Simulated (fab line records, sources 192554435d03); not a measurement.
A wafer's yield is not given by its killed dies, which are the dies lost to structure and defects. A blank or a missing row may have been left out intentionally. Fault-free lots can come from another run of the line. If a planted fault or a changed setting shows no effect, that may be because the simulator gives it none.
Matching of chambers ; flow n5Finfet ; N5_GATE_CUT_DESCUM_18 on rieDiel-03: 4 sister chambers
The step chemistry O2, time 7 s. 33 wafers are shown with their chamber, then 12 later ones without.

EACH WAFER AND ITS CHAMBER
wafer;chamber;throttleValvePct (%);showerheadPlenumPTorr (Torr);drypumpMotorCurrentA (A)
L075.2;0;20.8;2.19;5.8
L075.5;1;20.8;2.01;6.8
L075.6;0;20.8;2.19;5.8
L076.1;0;20.8;2.19;5.7
L076.4;1;20.8;2.01;6.9
L076.6;1;20.8;2.01;6.9
L078.3;2;20.3;2.13;6.2
L078.4;0;20.8;2.19;5.8
L078.6;1;20.8;2.01;6.8
L079.1;2;20.3;2.13;6.2
L079.4;3;19.9;2.00;5.8
L079.6;1;20.8;2.01;6.7
L080.1;3;19.9;2.00;5.8
L080.2;2;20.3;2.13;6.2
L080.3;0;20.8;2.19;5.8
L082.2;3;19.9;2.00;5.8
L082.3;1;20.8;2.00;6.8
L082.6;0;20.9;2.19;5.7
L084.1;3;19.9;2.00;5.8
L084.2;0;20.9;2.19;5.8
L084.5;0;20.9;2.19;5.7
L085.4;3;19.9;2.00;5.9
L085.5;0;20.9;2.19;5.8
L085.6;2;20.3;2.13;6.2
L086.2;0;20.9;2.19;5.8
L086.4;3;19.9;1.99;5.8
L086.6;0;20.9;2.19;5.7
L087.1;3;19.9;1.99;5.8
L087.2;0;20.9;2.18;5.7
L087.3;2;20.3;2.13;6.2
L089.1;0;20.8;2.18;5.7
L089.3;2;20.3;2.13;6.2
L089.4;1;20.8;2.00;6.8

SIGNATURES, as means of the wafers listed above
reading;chamber 0;chamber 1;chamber 2;chamber 3;scatter within a chamber
throttleValvePct;20.854;20.800;20.300;19.900;0.0334
showerheadPlenumPTorr;2.1885;2.0071;2.1300;1.9971;0.00396
drypumpMotorCurrentA;5.754;6.814;6.200;5.814;0.0489
Rule: a wafer lies at a distance from a chamber equal to the root of the sum of squares, over the readings, of (its reading less the chamber's mean, divided by the reading's scatter). If the next closest chamber is less than 2 further off than the closest, the wafer can't be placed; otherwise it belongs to the closest. The scatter: take each reading less its chamber's mean, square it, sum over the shown wafers, divide by the number of wafers less the number of chambers, and take the root.

WAFERS WITHOUT THEIR CHAMBER
wafer;throttleValvePct (%);showerheadPlenumPTorr (Torr);drypumpMotorCurrentA (A)
L090.2;20.9;2.00;6.8
L090.3;20.9;2.18;5.7
L090.5;20.8;2.00;6.8
L093.1;20.9;2.18;5.8
L093.4;20.9;2.00;6.8
L093.6;20.3;2.12;6.2
L094.1;20.9;2.18;5.7
L094.2;20.9;2.00;6.8
L094.3;20.3;2.12;6.2
L097.2;20.3;2.12;6.2
L097.4;20.9;2.18;5.7
L097.5;20.9;2.00;6.7

WHICH CHAMBER EACH WENT THROUGH
wafer;from the rows above;in truth
L090.2;1;1
L090.3;0;0
L090.5;1;1
L093.1;0;0
L093.4;1;1
L093.6;2;2
L094.1;0;0
L094.2;1;1
L094.3;2;2
L097.2;2;2
L097.4;0;0
L097.5;1;1
12 of 12 placed correctly. Left unplaced by these rows: 0. Wrongly placed: 0.
